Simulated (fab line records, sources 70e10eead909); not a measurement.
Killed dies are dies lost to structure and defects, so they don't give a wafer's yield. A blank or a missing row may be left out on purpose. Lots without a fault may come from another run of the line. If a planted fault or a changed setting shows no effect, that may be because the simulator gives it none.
fab line records    flow nand-harc
record: lots: 13  wafers: 38  last-day: 24
route steps=1159 shown A_CHANNEL_HOLE_D1@475 A_CHANNEL_FILL_D1@496
lots with no fault: from the same line, run without faults
start-h: start of the lot's first displayed wafer, in hours after the record's first day    wait-h: time in hours since the lot's previous step    " unchanged from the row above    L1.1+2: several wafers, shown together as one row    - either no value or no given start    * or withheld: withheld    < > ~ a bound
route shown NAME@n: a module of which the file shows steps, and the number in the route of the first    usual: mean/standard deviation of fault-free wafers    same: alike in all rows    chamber/n: place in a boat    sites: each site's reading    _std_site: standard deviation across them    _edge_site: the outer-site mean with the inner-site mean subtracted    radius-mm: for every site, how far away it sits from the centre of the wafer    mask NAME#n: copy n    behind: the last tool/chamber to shape the wafer    hold: what put the lot on hold/how long, in hours/how the hold closed    device: the n, p or np transistor that did not switch    end of line: tests of these same wafers at the route's end    step lacking rows: just its recipe    killed: dies that structure and defects cost at the first sort, which is not the same as the wafer's yield    map: a wafer's dies, marking killed ones x, the rest . and places with no die _
set.NAME: the setting as run; set.NAME@STEP: as run at that earlier step    model.NAME: the simulator's own value behind a step, which no gauge read
the route's steps for a sample of lots (tables are steps, rows are wafers)
services: when a tool's chamber went out of use (start-h, in hours from the record's first day, below 0 if earlier), for how many hours, and the reason
== steps ==
step: NHARC_A_CHANNEL_HOLE_D1_ETCH_23
recipe: bias-v: 5000  source-w: withheld  pressure-mtorr: 20  time-s: 819  ar-flow-sccm: 375  c4f8-flow-sccm: 89.3  o2-flow-sccm: 35.7  temp-c: -20  target-depth-a: 16000  chemistry: C4F8/O2/Ar
usual: drypump-motor-current-A: 6.05/0.27  showerhead-plenum-p-Torr: 3.70/0.081  throttle-valve-pct: 32.156/0.0087
lot.wafer  tool         chamber  start-h  wait-h  drypump-motor-current-A  rf-hours-counter-h  showerhead-plenum-p-Torr  throttle-valve-pct
L800.1     har-etch-02  1        173.03   0.5     5.93                     97                  3.61                      32.147
L800.3     "            0        "        "       5.77                     -                   3.69                      32.155
L800.5     "            0        "        "       5.77                     -                   3.69                      32.159
L801.1     har-etch-01  0        186.36   0.5     6.04                     195                 3.82                      32.148
L801.4     "            0        "        "       6.03                     -                   3.82                      32.139
L811.1     har-etch-02  0        253.40   0.5     5.78                     131                 3.67                      32.168
L811.3     "            1        "        "       5.93                     -                   3.59                      32.148
L811.4     "            0        "        "       5.77                     -                   3.67                      32.158
L813.1     har-etch-01  1        261.23   0.5     6.46                     232                 3.72                      32.155
L813.2     "            0        "        "       6.02                     232                 3.80                      32.146
L813.6     "            1        "        "       6.47                     -                   3.72                      32.155
L816.1     har-etch-01  0        269.64   0.5     6.06                     236                 3.80                      32.155
L816.2     "            1        "        "       6.48                     236                 3.72                      32.137
L816.6     "            0        "        "       6.04                     -                   3.80                      32.165
L815.2     har-etch-02  1        270.10   0.5     5.93                     143                 3.58                      32.134
L815.6     "            0        "        "       5.76                     -                   3.66                      32.157
L815.5     "            1        "        "       5.93                     -                   3.58                      32.164
L819.3     har-etch-01  1        275.68   0.5     6.50                     -                   3.71                      32.160
L819.4     "            0        "        "       6.01                     -                   3.80                      32.154
L819.5     "            0        "        "       5.99                     -                   3.80                      32.151
L817.1     har-etch-02  0        276.14   0.5     5.79                     147                 3.66                      32.166
L817.3     "            0        "        "       5.77                     -                   3.66                      32.170
L817.4     "            1        "        "       5.92                     -                   3.58                      32.165
L818.2     har-etch-01  1        280.01   0.5     6.48                     243                 3.71                      32.158
L818.4     "            0        "        "       5.98                     -                   3.80                      32.181
L818.5     "            0        "        "       6.01                     -                   3.80                      32.157
L821.2     har-etch-01  1        303.13   0.5     6.50                     249                 3.71                      32.158
L821.3     "            1        "        "       6.50                     -                   3.71                      32.149
L821.5     "            0        "        "       5.99                     -                   3.79                      32.162
L822.1     har-etch-02  0        304.24   0.5     5.76                     156                 3.66                      32.146
L822.4     "            0        "        "       5.77                     -                   3.66                      32.147
L822.3     "            1        "        "       5.92                     -                   3.57                      32.145
L823.2     har-etch-02  0        310.19   0.5     5.78                     161                 3.65                      32.169
L823.3     "            0        "        "       5.79                     -                   3.65                      32.157
L823.6     "            0        "        "       5.77                     -                   3.65                      32.163
L820.1     har-etch-02  0        314.35   0.5     5.77                     165                 3.65                      32.170
L820.4     "            1        "        "       5.93                     -                   3.57                      32.160
L820.5     "            1        "        "       5.94                     -                   3.57                      32.154
step: NHARC_A_CHANNEL_HOLE_D1_ETCH_25
recipe: bias-v: 5000  source-w: withheld  pressure-mtorr: 20  time-s: 1040.2  ar-flow-sccm: 375  c4f8-flow-sccm: 93.8  o2-flow-sccm: 31.2  temp-c: -20  target-depth-a: 15000  chemistry: C4F8/O2/Ar
usual: drypump-motor-current-A: 6.05/0.26  showerhead-plenum-p-Torr: 3.69/0.081  throttle-valve-pct: 32.235/0.0091
lot.wafer  tool         chamber  start-h  wait-h  drypump-motor-current-A  rf-hours-counter-h  showerhead-plenum-p-Torr  throttle-valve-pct
L800.1     har-etch-02  1        174.53   0.7     5.91                     99                  3.60                      32.234
L800.3     "            0        "        "       5.78                     -                   3.68                      32.236
L800.5     "            0        "        "       5.78                     -                   3.68                      32.247
L801.1     har-etch-01  0        187.81   0.6     6.01                     197                 3.82                      32.228
L801.4     "            0        "        "       5.97                     -                   3.82                      32.236
L811.1     har-etch-02  0        254.89   0.7     5.77                     132                 3.66                      32.234
L811.3     "            1        "        "       5.93                     -                   3.58                      32.244
L811.4     "            0        "        "       5.76                     -                   3.66                      32.227
L813.1     har-etch-01  1        262.69   0.6     6.50                     233                 3.71                      32.239
L813.2     "            0        "        "       6.03                     233                 3.80                      32.245
L813.6     "            1        "        "       6.50                     -                   3.71                      32.245
L816.1     har-etch-01  0        271.10   0.6     6.00                     237                 3.79                      32.245
L816.2     "            1        "        "       6.51                     237                 3.71                      32.235
L816.6     "            0        "        "       6.04                     -                   3.79                      32.254
L815.2     har-etch-02  1        271.58   0.7     5.92                     145                 3.58                      32.231
L815.6     "            0        "        "       5.79                     -                   3.66                      32.248
L815.5     "            1        "        "       5.91                     -                   3.58                      32.237
L819.3     har-etch-01  1        277.21   0.7     6.52                     -                   3.71                      32.244
L819.4     "            0        "        "       5.98                     -                   3.79                      32.244
L819.5     "            0        "        "       5.98                     -                   3.79                      32.236
L817.1     har-etch-02  0        277.60   0.6     5.78                     149                 3.66                      32.223
L817.3     "            0        "        "       5.78                     -                   3.66                      32.213
L817.4     "            1        "        "       5.93                     -                   3.57                      32.233
L818.2     har-etch-01  1        281.48   0.6     6.50                     245                 3.71                      32.223
L818.4     "            0        "        "       6.03                     -                   3.79                      32.224
L818.5     "            0        "        "       6.00                     -                   3.79                      32.221
L821.2     har-etch-01  1        304.63   0.7     6.50                     250                 3.70                      32.245
L821.3     "            1        "        "       6.49                     -                   3.70                      32.226
L821.5     "            0        "        "       6.01                     -                   3.79                      32.230
L822.1     har-etch-02  0        305.70   0.6     5.77                     157                 3.65                      32.236
L822.4     "            0        "        "       5.79                     -                   3.65                      32.233
L822.3     "            1        "        "       5.94                     -                   3.57                      32.231
L823.2     har-etch-02  0        311.69   0.7     5.77                     163                 3.65                      32.239
L823.3     "            0        "        "       5.78                     -                   3.65                      32.229
L823.6     "            0        "        "       5.76                     -                   3.65                      32.234
L820.1     har-etch-02  0        315.86   0.7     5.77                     166                 3.65                      32.240
L820.4     "            1        "        "       5.92                     -                   3.56                      32.219
L820.5     "            1        "        "       5.94                     -                   3.56                      32.250
step: NHARC_A_CHANNEL_HOLE_D1_ETCH_44
recipe: target-depth-a: 1400  overetch-a: 140  time-s: 77  ion-energy-ev: 100  cf4-flow-sccm: 80  o2-flow-sccm: 20  ar-flow-sccm: 0  rf-w: 300  bias-w: 100  chemistry: CF4/O2
usual: drypump-motor-current-A: 5.7/0.39  oes_f_703_au: 1.000/0.0047  oes_o_777_au: 1.001/0.0042  oes-product-au: 1.000/0.017  rf-vpp-V: 198.2/1.1  showerhead-plenum-p-Torr: 1.35/0.047  throttle-valve-pct: 13.397/0.0094
lot.wafer  tool         chamber  start-h  wait-h  drypump-motor-current-A  oes_f_703_au  oes_o_777_au  oes-product-au  rf-hours-counter-h  rf-vpp-V  showerhead-plenum-p-Torr  throttle-valve-pct
L800.3     rie-diel-06  1        176.21   0.1     5.6                      1.002         0.997         1.001           7                   197.3     1.31                      13.390
L800.1     "            0        "        "       5.5                      1.007         0.992         0.977           6                   197.9     1.37                      13.401
L800.5     "            2        "        "       5.2                      0.990         0.999         1.008           -                   199.1     1.40                      13.410
L801.1     rie-diel-01  1        189.65   0.1     5.5                      0.995         1.005         0.970           3                   197.7     1.34                      13.417
L801.4     "            2        "        "       5.7                      1.001         0.999         1.012           2                   197.6     1.33                      13.388
L811.1     rie-diel-01  1        256.60   0.1     5.5                      1.006         1.003         0.978           8                   198.4     1.34                      13.399
L811.4     "            2        "        "       5.7                      0.996         0.991         1.018           8                   196.4     1.33                      13.410
L811.3     "            3        "        "       5.8                      0.992         1.001         0.998           9                   197.7     1.33                      13.397
L813.1     rie-diel-06  1        264.52   0.1     5.7                      0.998         1.000         1.005           1                   196.9     1.31                      13.385
L813.2     "            0        "        "       5.5                      0.993         1.007         0.992           1                   198.8     1.37                      13.408
L813.6     "            2        "        "       5.2                      0.998         1.008         1.014           -                   198.9     1.40                      13.389
L816.2     rie-diel-01  1        272.91   0.0     5.5                      1.007         1.004         0.977           9                   197.6     1.34                      13.399
L816.1     "            0        "        "       6.4                      0.997         0.993         0.999           11                  199.3     1.43                      13.407
L816.6     "            1        "        "       5.6                      0.998         1.004         0.974           -                   197.5     1.34                      13.411
L815.2     rie-diel-06  0        273.70   0.4     5.5                      0.993         1.004         0.988           2                   198.8     1.37                      13.401
L815.6     "            3        "        "       5.6                      1.000         1.004         1.046           -                   197.9     1.33                      13.404
L815.5     "            0        "        "       5.5                      0.994         0.998         0.994           -                   198.2     1.37                      13.396
L819.4     rie-diel-01  3        278.76   0.1     5.8                      1.009         0.999         1.005           10                  197.6     1.33                      13.389
L819.3     "            1        "        "       5.5                      0.999         1.006         0.976           9                   198.1     1.34                      13.398
L819.5     "            2        "        "       5.7                      0.994         0.995         1.026           -                   197.8     1.33                      13.401
L817.4     rie-diel-06  2        279.43   0.0     5.2                      1.003         1.002         1.015           3                   198.2     1.40                      13.390
L817.1     "            3        "        "       5.7                      1.002         1.008         1.034           3                   198.7     1.33                      13.399
L817.3     "            0        "        "       5.5                      0.994         0.997         0.996           3                   197.9     1.37                      13.400
L818.2     rie-diel-03  1        283.32   0.1     4.7                      0.999         0.999         1.003           2                   199.3     1.43                      13.395
L818.4     "            2        "        "       5.6                      0.999         1.003         0.991           4                   197.3     1.31                      13.406
L818.5     "            3        "        "       5.7                      1.000         1.008         0.977           -                   197.5     1.27                      13.401
L821.2     rie-diel-06  2        306.30   0.1     5.2                      1.000         0.999         1.001           4                   197.8     1.40                      13.401
L821.3     "            0        "        "       5.5                      1.005         1.005         1.000           4                   200.0     1.37                      13.406
L821.5     "            1        "        "       5.6                      0.994         0.997         1.008           -                   196.7     1.31                      13.398
L822.1     rie-diel-01  0        307.51   0.1     6.4                      1.006         1.007         0.990           13                  198.9     1.43                      13.398
L822.3     "            1        "        "       5.5                      0.993         0.995         0.974           11                  197.6     1.34                      13.394
L822.4     "            2        "        "       5.7                      0.999         1.001         1.031           11                  197.3     1.33                      13.408
L823.2     rie-diel-06  2        313.37   0.1     5.2                      0.998         0.991         1.021           5                   199.0     1.40                      13.390
L823.3     "            3        "        "       5.6                      1.000         1.002         1.038           4                   197.4     1.33                      13.401
L823.6     "            2        "        "       5.2                      1.008         1.001         1.007           -                   198.9     1.40                      13.404
L820.4     rie-diel-03  3        317.56   0.1     5.7                      0.999         1.001         0.989           9                   196.9     1.27                      13.402
L820.1     "            0        "        "       6.1                      0.995         1.002         1.006           9                   198.1     1.38                      13.413
L820.5     "            1        "        "       4.7                      0.999         0.997         0.998           -                   199.5     1.43                      13.386
step: NHARC_A_CHANNEL_FILL_D1_ALD_16
recipe: target-thk-a: 15  pulse-time-s: 10  ald-cycles: 15  temp-c: 300  material: SiO2
usual: ald-cycles: 15/0  heater-power-w: 474/52  precursor-pulse-height-rel: 0.998/0.021
lot.wafer  tool       chamber  start-h  wait-h  ald-cycles  heater-power-w  precursor-pulse-height-rel
L800.3     ald-hk-03  2        195.29   4.0     15          428             1.002
L800.1     "          3        "        "       15          510             0.997
L800.5     "          1        "        "       15          424             0.979
L801.1     ald-hk-01  0        207.08   0.4     19          454             0.996
L801.4     "          2        "        "       19          424             1.022
L811.4     ald-hk-04  0        270.00   0.0     15          455             0.985
L811.3     "          1        "        "       15          499             1.012
L811.1     "          2        "        "       15          581             0.983
L813.2     ald-hk-04  1        277.89   0.0     15          504             1.016
L813.1     "          2        "        "       15          578             0.978
L813.6     "          2        "        "       15          600             1.032
L816.2     ald-hk-04  3        286.27   0.0     15          428             1.003
L816.1     "          1        "        "       15          504             0.964
L816.6     "          3        "        "       15          448             0.978
L815.2     ald-hk-04  0        286.52   0.3     15          444             0.979
L815.6     "          1        "        "       15          505             1.000
L815.5     "          2        "        "       15          587             1.038
L817.1     ald-hk-03  1        292.12   0.0     15          417             0.966
L817.3     "          2        "        "       15          426             0.994
L817.4     "          0        "        "       15          429             0.991
L819.3     ald-hk-04  2        292.16   0.1     15          577             0.996
L819.4     "          3        "        "       15          454             0.987
L819.5     "          2        "        "       15          580             1.034
L818.2     ald-hk-04  0        296.75   0.1     15          449             0.996
L818.4     "          1        "        "       15          507             0.995
L818.5     "          2        "        "       15          576             0.983
L821.3     ald-hk-01  2        319.71   0.1     15          422             1.032
L821.2     "          3        "        "       15          477             0.980
L821.5     "          1        "        "       15          524             1.015
L822.3     ald-hk-01  0        319.85   0.2     15          429             1.002
L822.1     "          1        "        "       15          532             0.997
L822.4     "          2        "        "       15          416             0.991
L820.4     ald-hk-01  3        328.75   0.4     15          466             1.011
L820.1     "          0        "        "       15          433             1.017
L820.5     "          0        "        "       15          427             1.015
L823.3     ald-hk-01  2        328.91   0.5     15          414             1.005
L823.2     "          0        "        "       15          433             1.030
L823.6     "          3        "        "       15          481             0.967
== services ==
tool         chamber  start-h  hours  kind
rie-diel-01  2        160.90   5.5    repair
rie-diel-01  2        170.71   1.5    repair
rie-diel-06  0        171.34   -      clean
rie-diel-06  1        171.34   -      clean
rie-diel-03  1        171.90   6.8    repair
ald-hk-04    -        186.33   10.0   pm
rie-diel-06  -        212.17   0.3    repair
rie-diel-03  -        215.30   9.0    pm
ald-hk-01    -        228.00   10.0   pm
rie-diel-01  1        231.47   15.1   repair
rie-diel-06  -        241.20   9.0    pm
rie-diel-03  1        247.99   15.8   repair
rie-diel-03  2        250.27   6.7    repair
ald-hk-01    -        251.35   1.3    repair
ald-hk-03    -        259.25   0.3    repair
har-etch-01  -        305.74   17.0   pm
har-etch-01  0        305.74   17.0   vent-cycle
har-etch-01  1        305.74   17.0   vent-cycle
rie-diel-01  -        315.09   9.0    pm
har-etch-01  0        322.74   -      clean
har-etch-01  0        322.74   -      consumable-replace:focus-ring
har-etch-01  1        322.74   -      clean
har-etch-01  1        322.74   -      consumable-replace:focus-ring
ald-hk-03    -        324.78   10.0   pm
== key ==
first-sign: step: NHARC_A_CHANNEL_FILL_D1_ALD_16  reading: ald-cycles  direction: up  sigmas: 99+  usual: 15  struck: 19
effect none on later readings
met-at NHARC_A_CHANNEL_FILL_D1_ALD_16
struck-lots L801
struck-wafers L801.1,L801.4
sort-left-out L801.1,L801.4
tester-left-out L801
not-acting-at NHARC_A_CHANNEL_HOLE_D1_ETCH_23,NHARC_A_CHANNEL_HOLE_D1_ETCH_25,NHARC_A_CHANNEL_HOLE_D1_ETCH_44
fault: kind: process-parameter-drift  tool: ald-hk-01  chamber: -  onset-h: 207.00  steps: NHARC_A_CHANNEL_FILL_D1_ALD_16  channel: ald-cycles  offset: 4  shape: step  end-h: 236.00  scope: struck-wafers-only  acts-in: these-recipes-only  stated: 15
tester-left-out: of these lots the tester's yield and bins aren't shown, on N5 and GAA mostly nor the transistor test; their killed dies are dies lost to structure and defects alone, not to doping, threshold or leakage, so they don't give the yield
sort-left-out: the simulated sort isn't trusted on such a fault, so these wafers' sort isn't shown, and their yield isn't known
